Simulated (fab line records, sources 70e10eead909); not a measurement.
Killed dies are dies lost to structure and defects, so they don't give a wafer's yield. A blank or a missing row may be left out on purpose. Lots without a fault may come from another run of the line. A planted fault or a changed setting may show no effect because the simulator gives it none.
Which tool did it? | flow nand_harc | 13 lots, 39 wafers sampled, at 5 steps of a route of 1302

WHAT THE GAUGES READ, wafer by wafer
NHARC_A_BONDPAD_THK_MEAS_30: measures by ellipsometry. Usual: thk_nm 200.4 nm, standard deviation 1.5.
lot  | measured     | on            | thk_nm (nm)       | flag
L930 | day 23 16:37 | film_metro-01 | 202.8 198.3 201.2 |
L932 | day 25 16:22 | film_metro-02 | 199.0 201.5 199.4 |
L933 | day 25 21:32 | film_metro-02 | 202.7 196.2 200.2 |
L934 | day 26 01:35 | film_metro-02 | 203.5 201.1 200.6 |
L935 | day 26 08:05 | film_metro-01 | 198.8 199.0 199.3 |
L938 | day 27 06:47 | film_metro-02 | 195.9 203.0 200.7 |
L937 | day 27 11:34 | film_metro-01 | 199.0 198.7 198.4 |
L940 | day 27 18:56 | film_metro-02 | 199.0 201.1 198.5 |
L941 | day 28 14:28 | film_metro-02 | 199.5 200.2 199.9 |
L942 | day 29 06:46 | film_metro-01 | 199.6 201.4 201.0 |
L943 | day 29 12:18 | film_metro-02 | 202.1 201.0 201.3 |
L946 | day 30 22:52 | film_metro-01 | 201.8 198.2 200.0 |
L947 | day 31 12:09 | film_metro-02 | 200.6 200.9 199.2 |

NHARC_A_BONDPAD_OVL_MEAS_35. Usual: overlay_x_nm 0 nm, standard deviation 5.3; overlay_y_nm 0 nm, standard deviation 4.9.
lot  | measured     | on         | overlay_x_nm (nm) | overlay_y_nm (nm) | flag
L930 | day 23 17:16 | overlay-01 | 1 0 1             | -9 -8 -8          |
L932 | day 25 16:54 | overlay-01 | 2 2 2             | 7 7 7             |
L933 | day 25 22:11 | overlay-02 | 3 3 3             | -1 -2 -1          |
L934 | day 26 02:14 | overlay-02 | -5 -4 -4          | 4 3 4             |
L935 | day 26 08:38 | overlay-01 | 8 7 7             | 1 1 1             |
L938 | day 27 07:26 | overlay-01 | 0 0 0             | 1 1 1             |
L937 | day 27 12:05 | overlay-02 | 2 3 2             | -11 -11 -11       |
L940 | day 27 19:35 | overlay-01 | 1 1 1             | 0 0 -1            |
L941 | day 28 14:59 | overlay-02 | 8 9 8             | -9 -10 -9         |
L942 | day 29 07:25 | overlay-02 | -7 -7 -7          | 1 1 1             |
L943 | day 29 12:57 | overlay-02 | -3 -3 -4          | 2 3 2             |
L946 | day 30 23:31 | overlay-01 | -2 -2 -2          | 2 2 2             |
L947 | day 31 12:48 | overlay-02 | -14 -14 -14       | -2 -2 -2          |

NHARC_END_SORT_01. Usual: defect_limited_yield 91 %, standard deviation 3.1; killed_at_array 59, standard deviation 21; killed_at_other 1.0, standard deviation 1.1; killed_at_periphery 4.0, standard deviation 2.6; killed_dies 64, standard deviation 21; killed_open 3.2, standard deviation 1.7; killed_short 2.5, standard deviation 1.5.
lot  | measured     | on        | defect_limited_yield (%) | killed_at_array | killed_at_other | killed_at_periphery | killed_dies | killed_open | killed_short | flag
L930 | day 25 17:35 | prober-01 | 97 96 97                 | 18 23 14        | 2 2 0           | 2 1 5               | 22 26 19    | 4 3 3       | 3 3 1        |
L932 | day 27 00:02 | prober-02 | 95 96 95                 | 22 21 36        | 0 0 0           | 9 5 1               | 31 26 37    | 4 4 1       | 3 3 5        |
L933 | day 27 06:09 | prober-01 | 92 92 92                 | 55 53 51        | 0 1 0           | 1 2 4               | 56 56 55    | 5 4 1       | 2 0 3        |
L934 | day 27 14:42 | prober-01 | 91 91 92                 | 58 62 50        | 0 0 0           | 3 2 6               | 61 64 56    | 5 2 3       | 1 2 3        |
L935 | day 27 18:27 | prober-02 | 88 90 90                 | 80 68 65        | 0 1 0           | 3 1 1               | 83 70 66    | 3 3 1       | 2 2 0        |
L938 | day 28 16:09 | prober-01 | 87 85 86                 | 86 98 93        | 0 1 0           | 3 1 1               | 89 100 94   | 3 0 0       | 4 6 4        |
L937 | day 28 15:20 | prober-02 | 91 92 91                 | 51 48 47        | 2 1 1           | 8 4 13              | 61 53 61    | 5 0 5       | 1 4 1        |
L940 | day 29 01:25 | prober-02 | 88 88 87                 | 80 75 85        | 1 2 1           | 3 2 3               | 84 79 89    | 3 1 2       | 3 2 1        |
L941 | day 29 22:45 | prober-01 | 87 84 86                 | 79 99 87        | 0 2 2           | 9 7 3               | 88 108 92   | 1 1 2       | 4 2 2        |
L942 | day 30 16:52 | prober-01 | 91 91 91                 | 58 55 59        | 1 0 2           | 1 4 3               | 60 59 64    | 5 3 6       | 2 3 1        |
L943 | day 30 17:33 | prober-02 | 90 89 89                 | 68 71 66        | 0 3 5           | 2 3 6               | 70 77 77    | 2 4 4       | 3 4 3        |
L946 | day 32 08:13 | prober-01 | 90 90 91                 | 59 59 57        | 1 1 0           | 5 6 3               | 65 66 60    | 6 4 5       | 2 1 6        |
L947 | day 32 20:58 | prober-02 | 90 91 91                 | 63 62 56        | 0 0 2           | 4 0 4               | 67 62 62    | 4 1 5       | 5 1 5        |

WHICH TOOL RAN EACH LOT (tool, then ch and the chambers of the sampled wafers, then the start)
lot  | NHARC_A_BONDPAD_ETCH_12            | NHARC_A_BONDPAD_PRE_CLEAN_26
L930 | rie_diel-13 ch 0,1,2, day 23 17:35 | pvd_sputter-02, day 25 17:35 or earlier
L932 | rie_diel-13 ch 1,2,3, day 25 17:13 | pvd_sputter-02, day 27 00:02 or earlier
L933 | rie_diel-02 ch 1,2, day 25 22:32   | pvd_sputter-02, day 27 06:09 or earlier
L934 | rie_diel-13 ch 0,1, day 26 02:32   | pvd_sputter-03, day 27 14:42 or earlier
L935 | rie_diel-13 ch 0,3, day 26 08:57   | pvd_sputter-01, day 27 18:27 or earlier
L938 | rie_diel-13 ch 0,1,3, day 27 07:44 | pvd_sputter-02, day 28 16:09 or earlier
L937 | rie_diel-13 ch 1,2, day 27 12:23   | pvd_sputter-03, day 28 15:20 or earlier
L940 | rie_diel-13 ch 0,2, day 27 19:53   | pvd_sputter-03, day 29 01:25 or earlier
L941 | rie_diel-13 ch 0,1,2, day 28 15:17 | pvd_sputter-02, day 29 22:45 or earlier
L942 | rie_diel-13 ch 0,2,3, day 29 07:44 | pvd_sputter-02, day 30 16:52 or earlier
L943 | rie_diel-13 ch 0,2,3, day 29 13:15 | pvd_sputter-03, day 30 17:33 or earlier
L946 | rie_diel-13 ch 0,1,2, day 30 23:50 | pvd_sputter-01, day 32 08:13 or earlier
L947 | rie_diel-13 ch 1,3, day 31 13:07   | pvd_sputter-03, day 32 20:58 or earlier
- NHARC_A_BONDPAD_ETCH_12: etches the open film in CHF3/O2, target depth 220 nm, time 110 s.
- NHARC_A_BONDPAD_PRE_CLEAN_26: time 30 s.

WHAT THE TOOLS THEMSELVES READ (means of the sampled wafers that have a number; where no wafer has one, the mark that the record gives instead)
NHARC_A_BONDPAD_ETCH_12. Usual: drypump_motor_current_A 5.7 A, standard deviation 0.42; o2_flow_sccm 9.998 sccm, standard deviation 0.028; oes_product_au 0.947 a.u., standard deviation 0.024; rf_fwd_power_W 497.2 W, standard deviation 1.7; rf_vpp_V 370.5 V, standard deviation 2.8; showerhead_plenum_p_Torr 2.40 Torr, standard deviation 0.12; throttle_valve_pct 20.572 %, standard deviation 0.009.
lot  | tool        | drypump_motor_current_A (A) | o2_flow_sccm (sccm) | oes_product_au (a.u.) | rf_fwd_power_W (W) | rf_vpp_V (V) | showerhead_plenum_p_Torr (Torr) | throttle_valve_pct (%) | flag
L930 | rie_diel-13 | 5.7                         | 9.995               | 0.969                 | 497.2              | 371.8        | 2.45                            | 20.572                 |
L932 | rie_diel-13 | 5.9                         | 10.011              | 0.936                 | 498.5              | 372.4        | 2.45                            | 20.577                 |
L933 | rie_diel-02 | 5.2                         | 9.972               | 0.917                 | 497.2              | 368.7        | 2.30                            | 20.571                 |
L934 | rie_diel-13 | 5.4                         | 10.003              | 0.932                 | 497.3              | 372.5        | 2.46                            | 20.580                 |
L935 | rie_diel-13 | 5.9                         | 10.003              | 0.962                 | 495.8              | 367.5        | 2.30                            | 20.566                 |
L938 | rie_diel-13 | 5.7                         | 9.984               | 0.967                 | 496.9              | 369.2        | 2.38                            | 20.575                 |
L937 | rie_diel-13 | 5.5                         | 9.974               | 0.965                 | 496.9              | 373.7        | 2.52                            | 20.570                 |
L940 | rie_diel-13 | 6.1                         | 9.988               | 0.928                 | 498.3              | 371.0        | 2.43                            | 20.575                 |
L941 | rie_diel-13 | 5.7                         | 10.015              | 0.931                 | 496.3              | 371.2        | 2.44                            | 20.565                 |
L942 | rie_diel-13 | 6.0                         | 10.008              | 0.968                 | 497.4              | 369.5        | 2.37                            | 20.578                 |
L943 | rie_diel-13 | 6.0                         | 10.024              | 0.966                 | 498.0              | 369.7        | 2.37                            | 20.574                 |
L946 | rie_diel-13 | 5.7                         | 9.976               | 1.210                 | 698.1              | 371.6        | 2.44                            | 20.574                 | OFF
L947 | rie_diel-13 | 5.5                         | 9.997               | 1.163                 | 696.7              | 371.4        | 2.45                            | 20.577                 | OFF

NHARC_A_BONDPAD_PRE_CLEAN_26. Usual: heater_power_w 395 W, standard deviation 26.
lot  | tool           | heater_power_w (W) | flag
L930 | pvd_sputter-02 | 375                |
L932 | pvd_sputter-02 | 381                |
L933 | pvd_sputter-02 | 392                |
L934 | pvd_sputter-03 | 397                |
L935 | pvd_sputter-01 | 400                |
L938 | pvd_sputter-02 | 377                |
L937 | pvd_sputter-03 | 402                |
L940 | pvd_sputter-03 | 398                |
L941 | pvd_sputter-02 | 373                |
L942 | pvd_sputter-02 | 371                |
L943 | pvd_sputter-03 | 393                |
L946 | pvd_sputter-01 | 421                |
L947 | pvd_sputter-03 | 407                |

THE ANSWER, worked out from the rows above alone
Rule: a lot is off if the mean of its wafers that have a number lies more than 3 standard deviations from the usual mean. A lot without any number at a reading at which 4 lots or more have one is off too. The other lots that the step has rows for count as sound. The gauges are gone through in route order, then the tools' own readings, and for those a lot's mean is taken as printed above. The first step at which some lot is off is used, and at that step the reading that is off furthest; a lot without a number counts as furthest.
Off: L946, L947, at NHARC_A_BONDPAD_ETCH_12 (rf_fwd_power_W).
A tool fits if, at that step or a process step before it, it ran every lot that is off, and no sound lot after the first of them. One fits: rie_diel-13 at NHARC_A_BONDPAD_ETCH_12. Its last sound lot is L943 (day 29 13:15), its first lot that is off L946 (day 30 23:50): a fault that began between those two fits.
The tool's own readings at NHARC_A_BONDPAD_ETCH_12 bear it out: on the lots that are off they differ by more than 5 times the standard deviation of the sound lots' means. oes_product_au reads 1.187 a.u. there against 0.949 a.u. on the sound lots; rf_fwd_power_W reads 697.4 W there against 497.3 W on the sound lots.

WHAT THE SIMULATOR HAD PUT IN
Process parameter drift: rie_diel-13, from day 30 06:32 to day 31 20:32, at NHARC_A_BONDPAD_ETCH_12. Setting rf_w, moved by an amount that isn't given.
Lots struck among those shown: L946, L947. The rule above found the same.
